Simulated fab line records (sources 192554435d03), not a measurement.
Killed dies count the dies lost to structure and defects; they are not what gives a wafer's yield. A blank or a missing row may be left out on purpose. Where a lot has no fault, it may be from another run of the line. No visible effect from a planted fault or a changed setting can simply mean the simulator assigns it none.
Comparing a struck lot with a sound one | flow n5_finfet | 21 steps out of a route of 1938
Sound: these wafers, L927.2, L927.3, L927.4. Wafers L935.1, L935.4, L935.5 were the ones struck. The cause is named last.
For every step that has rows: the tool of each side, followed by ch and its chambers, followed by its first start. Under that, the readings that differ: sound wafers | struck wafers | difference of the means | sigmas: that difference in standard deviations of wafers without a fault.
alike: a reading whose means differ by less than 2 such deviations, as well as words and numbers matching on both sides. not compared: withheld readings; readings where some wafer has no value; bounds like >300 that might hide an equal value; numbers whose values overlap and for which the record gives no deviation.
A row with sigmas, a row that says differs or no value, or rows on one side alone: a step with any of these is where the two part. When numbers do not overlap yet have no deviation, they are printed without sigmas and do not part them. A reading missing from all wafers of one side parts the sides only when that side holds two or more wafers.

first, 9 steps without rows for these wafers: N5_GATE_CUT_STRIP_21 (strips in N2/H2, time 30 s); N5_GATE_CUT_STRIP_29 (strips in post etch residue remover, time 60 s); N5_GATE_CUT_SRD_52 (time 30 s); N5_GATE_CUT_ALD_22 (deposits SiNx, target thk 16 nm, pulse time 1 s, ald cycles 320); N5_GATE_CUT_CMP_23 (polishes, stops on SiO2, t overpolish 23.4 s, target thk 16 nm); N5_GATE_CUT_CMP_43 (polishes SiO2); N5_GATE_CUT_CMP_61 (polishes, stops on SiNx, t overpolish 3 s); N5_MOL_CONTACT_COAG_COAT_103 (time 60 s, resist thk 80 nm); N5_MOL_CONTACT_COAG_COAT_104 (time 60 s, resist thk 12 nm).
N5_MOL_CONTACT_COAG_COAT_58: time 60 s, resist thk 10 nm.
  sound on litho_track-03 ch 0, day 4 20:17; struck on litho_track-03 ch 0, day 6 13:17
  reading                                                  | sound                | struck               | difference | sigmas
  resist_line_temp_C (C)                                   | 22.98 22.78 22.83    | 23.14 22.98 23.07    | +0.20      | +2
  spin_speed_rpm (rpm)                                     | 1500.5 1500.5 1500.9 | 1624.2 1623.7 1624.9 | +123.6     | +99 or more
  model.underlayer_of_MOL_CONTACT_COAG_COAT_58.thk_nm (nm) | 10 10 10             | 9.6 9.6 9.6          | -0.4       |
  alike: plate_temp_C
then, 7 steps without rows for these wafers: N5_MOL_CONTACT_COAG_COAT_02 (resist thk 30 nm); N5_MOL_CONTACT_COAG_EBR_04; N5_MOL_CONTACT_COAG_SOFTBAKE_03 (time 60 s); N5_MOL_CONTACT_COAG_EXPOSE_05 (exposes mask CA, defocus 0 nm); N5_MOL_CONTACT_COAG_PEB_06 (peb time 60 s); N5_MOL_CONTACT_COAG_DEVELOP_07 (develop time 30 s); N5_MOL_CONTACT_COAG_DESCUM_13 (chemistry O2, time 7 s).
N5_MOL_CONTACT_COAG_ETCH_59: etches underlayer in N2/H2, target depth 13 nm, time 10.4 s.
  sound on rie_diel-02 ch 0,2,3, day 4 20:42; struck on rie_diel-05 ch 0,3, day 6 13:42
  reading                         | sound             | struck            | difference | sigmas
  showerhead_plenum_p_Torr (Torr) | 2.61 2.63 2.67    | 2.61 2.43 2.43    | -0.15      | -2
  model.etch.depth_nm (nm)        | 9.972 9.991 9.996 | 9.602 9.629 9.602 | -0.375     |
  alike: drypump_motor_current_A, etch_rf_on_time_s, oes_product_au, rf_vpp_V, throttle_valve_pct
  not compared: rf_hours_counter_h, model.CAR-EUV_of_MOL_CONTACT_COAG_COAT_02.thk_nm
N5_MOL_CONTACT_COAG_ETCH_105: etches SiARC in CF4, target depth 15.6 nm, time 26 s.
  sound on rie_diel-02 ch 0,2,3, day 4 20:43; struck on rie_diel-05 ch 0,3, day 6 13:43
  reading                                               | sound       | struck    | difference | sigmas
  model.CAR-EUV_of_MOL_CONTACT_COAG_COAT_02.thk_nm (nm) | 5.2 5.6 5.2 | 6 5.8 5.8 | +1         |
  alike: drypump_motor_current_A, etch_rf_on_time_s, oes_product_au, rf_vpp_V, showerhead_plenum_p_Torr, throttle_valve_pct
  not compared: rf_hours_counter_h
then, 1 step without rows for these wafers: N5_MOL_CONTACT_COAG_ETCH_106 (etches SOC in N2/H2, target depth 80 nm, overetch 16 nm, time 120 s).
-- record jumps: 5 days separate the struck wafers' starts on either side; left off in module MOL_CONTACT_COAG, taken up again in module BEOL_M4, whose first shown step is the route's number 1111 --
N5_BEOL_M4_RC_MEAS_101:
  sound on prober-01 ch 0, day 8 10:47; struck on prober-01 ch 0, day 11 02:39
  alike: DIBL_N, DIBL_P, IOFF_N, IOFF_P, ION_N, ION_P, SS_N, SS_P, VT_N, VT_P

== WHERE THEY PART ==
First at N5_MOL_CONTACT_COAG_COAT_58; last, within this record, at N5_MOL_CONTACT_COAG_ETCH_59. Later steps at which nothing parts them and some readings are alike: N5_MOL_CONTACT_COAG_ETCH_105, N5_BEOL_M4_RC_MEAS_101.

WHY: whatever the simulator had introduced
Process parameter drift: litho_track-03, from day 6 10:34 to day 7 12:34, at N5_MOL_CONTACT_COAG_COAT_58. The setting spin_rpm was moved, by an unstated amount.
